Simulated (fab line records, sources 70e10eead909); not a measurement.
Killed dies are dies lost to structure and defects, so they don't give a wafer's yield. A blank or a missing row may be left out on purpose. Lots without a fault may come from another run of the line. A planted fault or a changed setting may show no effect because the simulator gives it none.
Which tool did it? | flow nand_harc | 24 lots, 72 wafers sampled, at 5 steps of a route of 1159

WHAT THE GAUGES READ, wafer by wafer
NHARC_P_M0_INSPECT_27.
lot  | measured     | on                | raw_defect_count
L074 | day 6 08:33  | defect_inspect-02 | 412 430 482
L075 | day 6 12:01  | defect_inspect-01 | 87 265 152
L076 | day 6 22:58  | defect_inspect-02 | 226 325 206
L077 | day 6 15:25  | defect_inspect-01 | 311 349 210
L078 | day 6 16:31  | defect_inspect-01 | 440 438 335
L079 | day 7 04:59  | defect_inspect-01 | 300 285 221
L080 | day 7 10:46  | defect_inspect-02 | 247 224 375
L081 | day 7 15:58  | defect_inspect-01 | 140 188 267
L082 | day 8 01:32  | defect_inspect-01 | 470 734 303
L083 | day 8 06:54  | defect_inspect-01 | 260 241 176
L084 | day 8 07:38  | defect_inspect-02 | 666 624 455
L085 | day 8 20:17  | defect_inspect-02 | 316 240 209
L086 | day 9 07:35  | defect_inspect-02 | 345 229 423
L087 | day 9 08:51  | defect_inspect-02 | 242 315 139
L088 | day 9 08:16  | defect_inspect-02 | 385 258 534
L089 | day 10 00:50 | defect_inspect-01 | 256 438 321
L090 | day 10 02:04 | defect_inspect-01 | 250 315 375
L091 | day 10 01:32 | defect_inspect-02 | 370 306 283
L092 | day 10 18:14 | defect_inspect-01 | 334 374 212
L093 | day 10 17:51 | defect_inspect-01 | 287 256 528
L094 | day 10 19:42 | defect_inspect-02 | 100 180 254
L095 | day 11 03:11 | defect_inspect-02 | 176 193 94
L096 | day 11 03:20 | defect_inspect-01 | 167 137 371
L097 | day 11 19:35 | defect_inspect-02 | 208 173 210

NHARC_P_M2_INSPECT_27.
lot  | measured     | on                | raw_defect_count
L074 | day 6 17:13  | defect_inspect-01 | 318 466 514
L075 | day 6 20:22  | defect_inspect-02 | 820 706 713
L076 | day 7 07:28  | defect_inspect-02 | 314 248 239
L077 | day 6 23:54  | defect_inspect-02 | 229 254 465
L078 | day 7 01:14  | defect_inspect-01 | 588 415 535
L079 | day 7 13:20  | defect_inspect-01 | 482 407 440
L080 | day 7 20:04  | defect_inspect-01 | 666 293 307
L081 | day 8 00:55  | defect_inspect-02 | 289 404 178
L082 | day 8 11:12  | defect_inspect-01 | 292 211 294
L083 | day 8 15:09  | defect_inspect-01 | 690 219 334
L084 | day 8 16:03  | defect_inspect-01 | 242 450 432
L085 | day 9 04:48  | defect_inspect-01 | 196 269 371
L086 | day 9 15:56  | defect_inspect-02 | 315 347 479
L087 | day 9 17:33  | defect_inspect-02 | 250 214 293
L088 | day 9 16:37  | defect_inspect-02 | 275 207 192
L089 | day 10 09:13 | defect_inspect-01 | 365 209 576
L090 | day 10 10:34 | defect_inspect-02 | 208 210 178
L091 | day 10 09:46 | defect_inspect-02 | 570 325 448
L092 | day 11 02:33 | defect_inspect-01 | 241 280 454
L093 | day 11 02:11 | defect_inspect-02 | 334 225 275
L094 | day 11 04:07 | defect_inspect-02 | 493 728 414
L095 | day 11 11:49 | defect_inspect-02 | 268 149 176
L096 | day 11 12:25 | defect_inspect-02 | 468 411 358
L097 | day 12 03:56 | defect_inspect-02 | 164 363 410

WHICH TOOL RAN EACH LOT (tool, then ch and the chambers of the sampled wafers, then the start)
lot  | NHARC_P_ZERO_WELL_DESCUM_26       | NHARC_P_GATE_DESCUM_13            | NHARC_P_M1_CMP_23
L074 | rie_diel-01 ch 0,1,3, day 1 14:39 | rie_diel-08 ch 0,3, day 4 05:53   | cmp-04 ch 2,3, day 6 12:14
L075 | rie_diel-01 ch 2,3, day 1 20:47   | rie_diel-08 ch 0,2,3, day 4 06:00 | cmp-01 ch 2,3, day 6 15:44
L076 | rie_diel-03 ch 0,1, day 2 02:40   | rie_diel-10 ch 1,3, day 4 22:01   | cmp-04 ch 0,1, day 7 02:52
L077 | rie_diel-07 ch 1,2, day 2 08:43   | rie_diel-10 ch 0,2,3, day 4 21:50 | cmp-02 ch 0,1,2, day 6 19:10
L078 | rie_diel-01 ch 0,1,3, day 2 14:38 | rie_diel-10 ch 1,2,3, day 4 22:10 | cmp-04 ch 0,1,3, day 6 20:09
L079 | rie_diel-01 ch 2,3, day 2 20:44   | rie_diel-10 ch 0,2,3, day 5 11:09 | cmp-02 ch 0,1,2, day 7 08:46
L080 | rie_diel-07 ch 0,1, day 3 02:55   | rie_diel-08 ch 0,2,3, day 5 10:59 | cmp-02 ch 1,2,3, day 7 14:31
L081 | rie_diel-03 ch 0,2,3, day 3 08:41 | rie_diel-11 ch 0,2,3, day 5 18:38 | cmp-02 ch 0,2,3, day 7 20:01
L082 | rie_diel-01 ch 0,3, day 3 14:46   | rie_diel-10 ch 1,3, day 6 01:34   | cmp-04 ch 0,1,3, day 8 06:46
L083 | rie_diel-03 ch 0,2,3, day 3 20:55 | rie_diel-08 ch 0,2,3, day 6 13:56 | cmp-02 ch 1,2,3, day 8 10:30
L084 | rie_diel-07 ch 0,1,2, day 4 02:47 | rie_diel-11 ch 0,2,3, day 6 13:47 | cmp-02 ch 1,2,3, day 8 11:23
L085 | rie_diel-01 ch 0,3, day 4 08:31   | rie_diel-11 ch 0,1, day 6 22:59   | cmp-01 ch 1,2,3, day 9 00:11
L086 | rie_diel-07 ch 1,2, day 4 14:45   | rie_diel-08 ch 0,1,2, day 7 10:25 | cmp-02 ch 1,2,3, day 9 11:18
L087 | rie_diel-03 ch 0,1,2, day 4 20:40 | rie_diel-11 ch 0,1, day 7 10:34   | cmp-02 ch 0,1,3, day 9 12:42
L088 | rie_diel-01 ch 0,2,3, day 5 02:44 | rie_diel-11 ch 1,2, day 7 10:43   | cmp-01 ch 0,1,3, day 9 12:02
L089 | rie_diel-01 ch 0,2,3, day 5 08:47 | rie_diel-10 ch 1,2,3, day 7 20:59 | cmp-04 ch 0,3, day 10 04:34
L090 | rie_diel-01 ch 0,1,3, day 5 14:46 | rie_diel-08 ch 0,1,3, day 8 02:44 | cmp-01 ch 0,2,3, day 10 05:48
L091 | rie_diel-03 ch 1,2,3, day 5 20:29 | rie_diel-11 ch 0,1,2, day 8 02:40 | cmp-02 ch 0,1,2, day 10 05:05
L092 | rie_diel-01 ch 0,1,3, day 6 02:47 | rie_diel-10 ch 2,3, day 8 22:11   | cmp-02 ch 0,2,3, day 10 21:56
L093 | rie_diel-07 ch 0,1,3, day 6 08:53 | rie_diel-08 ch 1,2, day 8 22:02   | cmp-04 ch 2,3, day 10 21:26
L094 | rie_diel-07 ch 0,1,3, day 6 14:40 | rie_diel-10 ch 0,1,3, day 9 02:54 | cmp-02 ch 0,1,3, day 10 23:34
L095 | rie_diel-07 ch 0,2,3, day 6 20:37 | rie_diel-08 ch 0,1,2, day 9 09:22 | cmp-01 ch 0,3, day 11 06:49
L096 | rie_diel-03 ch 1,2, day 7 02:45   | rie_diel-11 ch 1,3, day 9 09:24   | cmp-02 ch 0,1,3, day 11 07:46
L097 | rie_diel-07 ch 2,3, day 7 08:46   | rie_diel-08 ch 0,1,2, day 9 21:17 | cmp-02 ch 2,3, day 11 23:20
- NHARC_P_ZERO_WELL_DESCUM_26: chemistry O2, time 3 s.
- NHARC_P_GATE_DESCUM_13: chemistry O2, time 3 s.
- NHARC_P_M1_CMP_23: polishes, t overpolish 20 s, target thk 157.82 nm.

WHAT THE TOOLS THEMSELVES READ (means of the sampled wafers that have a number; where no wafer has one, the mark that the record gives instead)
NHARC_P_ZERO_WELL_DESCUM_26.
lot  | tool        | drypump_motor_current_A (A) | oes_product_au (a.u.) | rf_vpp_V (V) | showerhead_plenum_p_Torr (Torr) | throttle_valve_pct (%)
L074 | rie_diel-01 | 6.0                         | 1.012                 | 57.8         | 1.95                            | 11.311
L075 | rie_diel-01 | 5.6                         | 1.012                 | 58.7         | 1.96                            | 11.312
L076 | rie_diel-03 | 5.1                         | 1.001                 | 57.7         | 1.93                            | 11.302
L077 | rie_diel-07 | 5.4                         | 1.007                 | 57.3         | 1.96                            | 11.314
L078 | rie_diel-01 | 6.1                         | 1.009                 | 58.1         | 1.95                            | 11.318
L079 | rie_diel-01 | 5.4                         | 1.001                 | 57.8         | 1.87                            | 11.313
L080 | rie_diel-07 | 5.2                         | 1.004                 | 58.6         | 1.98                            | 11.312
L081 | rie_diel-03 | 6.1                         | 1.000                 | 58.3         | 1.91                            | 11.312
L082 | rie_diel-01 | 5.9                         | 1.010                 | 58.4         | 1.98                            | 11.311
L083 | rie_diel-03 | 6.1                         | 0.997                 | 57.1         | 1.91                            | 11.310
L084 | rie_diel-07 | 5.3                         | 1.005                 | 57.3         | 1.97                            | 11.305
L085 | rie_diel-01 | 5.9                         | 1.005                 | 57.3         | 1.98                            | 11.315
L086 | rie_diel-07 | 5.4                         | 1.007                 | 57.2         | 1.96                            | 11.306
L087 | rie_diel-03 | 5.6                         | 0.990                 | 57.4         | 1.88                            | 11.304
L088 | rie_diel-01 | 5.6                         | 1.007                 | 58.0         | 1.90                            | 11.307
L089 | rie_diel-01 | 5.7                         | 1.007                 | 57.6         | 1.90                            | 11.305
L090 | rie_diel-01 | 6.1                         | 1.009                 | 58.6         | 1.95                            | 11.320
L091 | rie_diel-03 | 5.9                         | 0.991                 | 57.3         | 1.92                            | 11.303
L092 | rie_diel-01 | 6.1                         | 1.005                 | 57.9         | 1.95                            | 11.310
L093 | rie_diel-07 | 5.2                         | 1.007                 | 57.8         | 1.92                            | 11.318
L094 | rie_diel-07 | 5.2                         | 1.010                 | 59.1         | 1.92                            | 11.309
L095 | rie_diel-07 | 5.2                         | 1.005                 | 56.4         | 1.93                            | 11.313
L096 | rie_diel-03 | 6.1                         | 0.997                 | 57.9         | 1.84                            | 11.324
L097 | rie_diel-07 | 5.3                         | 1.000                 | 57.5         | 1.92                            | 11.313

NHARC_P_GATE_DESCUM_13.
lot  | tool        | drypump_motor_current_A (A) | oes_product_au (a.u.) | rf_vpp_V (V) | showerhead_plenum_p_Torr (Torr) | throttle_valve_pct (%)
L074 | rie_diel-08 | 5.6                         | 1.007                 | 57.0         | 1.91                            | 11.304
L075 | rie_diel-08 | 5.7                         | 1.003                 | 57.9         | 1.87                            | 11.317
L076 | rie_diel-10 | 5.5                         | 1.004                 | 58.5         | 1.92                            | 11.311
L077 | rie_diel-10 | 5.5                         | 1.009                 | 57.2         | 1.96                            | 11.304
L078 | rie_diel-10 | 5.4                         | 1.001                 | 57.9         | 1.93                            | 11.300
L079 | rie_diel-10 | 5.6                         | 1.005                 | 57.3         | 1.96                            | 11.313
L080 | rie_diel-08 | 5.7                         | 1.002                 | 57.8         | 1.87                            | 11.300
L081 | rie_diel-11 | 6.3                         | 1.001                 | 58.4         | 1.91                            | 11.317
L082 | rie_diel-10 | 5.4                         | 1.000                 | 57.3         | 1.88                            | 11.305
L083 | rie_diel-08 | 5.7                         | 1.008                 | 58.2         | 1.87                            | 11.312
L084 | rie_diel-11 | 6.2                         | 1.005                 | 58.3         | 1.90                            | 11.307
L085 | rie_diel-11 | 6.1                         | 0.996                 | 57.7         | 1.83                            | 11.308
L086 | rie_diel-08 | 6.0                         | 1.008                 | 57.4         | 1.91                            | 11.304
L087 | rie_diel-11 | 6.1                         | 1.005                 | 57.9         | 1.83                            | 11.305
L088 | rie_diel-11 | 6.1                         | 1.007                 | 58.6         | 1.93                            | 11.307
L089 | rie_diel-10 | 5.4                         | 0.984                 | 57.2         | 1.92                            | 11.298
L090 | rie_diel-08 | 5.9                         | 1.010                 | 58.2         | 1.95                            | 11.303
L091 | rie_diel-11 | 6.1                         | 1.003                 | 57.6         | 1.88                            | 11.301
L092 | rie_diel-10 | 5.5                         | 1.012                 | 58.1         | 1.96                            | 11.307
L093 | rie_diel-08 | 6.0                         | 1.011                 | 57.9         | 1.87                            | 11.315
L094 | rie_diel-10 | 5.5                         | 0.998                 | 57.3         | 1.90                            | 11.311
L095 | rie_diel-08 | 6.0                         | 1.007                 | 57.6         | 1.90                            | 11.315
L096 | rie_diel-11 | 6.4                         | 0.997                 | 58.0         | 1.95                            | 11.305
L097 | rie_diel-08 | 6.0                         | 1.014                 | 57.6         | 1.90                            | 11.312

NHARC_P_M1_CMP_23.
lot  | tool   | motor_current_A (A) | slurry_filter_dp_kPa (kPa) | time_to_endpoint_s (s)
L074 | cmp-04 | 11.9                | 13.50                      | 32.4
L075 | cmp-01 | 11.9                | 13.48                      | 30.4
L076 | cmp-04 | 10.8                | 13.51                      | 26.7
L077 | cmp-02 | 11.4                | 13.49                      | 26.1
L078 | cmp-04 | 11.3                | 13.44                      | 30.1
L079 | cmp-02 | 11.6                | 13.55                      | 25.8
L080 | cmp-02 | 11.1                | 13.54                      | 27.3
L081 | cmp-02 | 11.4                | 13.38                      | 29.2
L082 | cmp-04 | 11.2                | 13.51                      | 28.9
L083 | cmp-02 | 11.3                | 13.40                      | 24.8
L084 | cmp-02 | 11.4                | 13.42                      | 25.6
L085 | cmp-01 | 11.9                | 13.67                      | 25.9
L086 | cmp-02 | 11.3                | 13.54                      | 27.5
L087 | cmp-02 | 10.6                | 13.55                      | 27.1
L088 | cmp-01 | 10.9                | 13.52                      | 24.8
L089 | cmp-04 | 10.0                | 13.43                      | 28.0
L090 | cmp-01 | 12.1                | 13.36                      | 26.0
L091 | cmp-02 | 11.3                | 13.45                      | 28.3
L092 | cmp-02 | 11.4                | 13.40                      | 27.8
L093 | cmp-04 | 11.4                | 13.66                      | 28.2
L094 | cmp-02 | 10.3                | 13.63                      | 29.8
L095 | cmp-01 | 11.5                | 13.39                      | 27.9
L096 | cmp-02 | 10.7                | 13.46                      | 27.5
L097 | cmp-02 | 11.5                | 13.60                      | 26.0

THE ANSWER, worked out from the rows above alone
Rule: what is usual is taken from the lots themselves. Put in order of their means at a reading, lots are off if they are a third of the lots or fewer, leave a main group of 4 or more, and stand apart from it by a gap of 3 or more times the standard deviation of the main group's means; of several such gaps the widest counts. A main group whose means are all the same, to the digits that the tables above print for the reading, isn't used. A lot without any number at a reading at which 4 lots or more have one is off too. The other lots that the step has rows for count as sound. The gauges are gone through in route order, then the tools' own readings, and for those a lot's mean is taken as printed above. The first step at which some lot is off is used, and at that step the reading that is off furthest; a lot without a number counts as furthest.
No lot is off at any reading shown: from this, nothing can be told.

WHAT THE SIMULATOR HAD PUT IN
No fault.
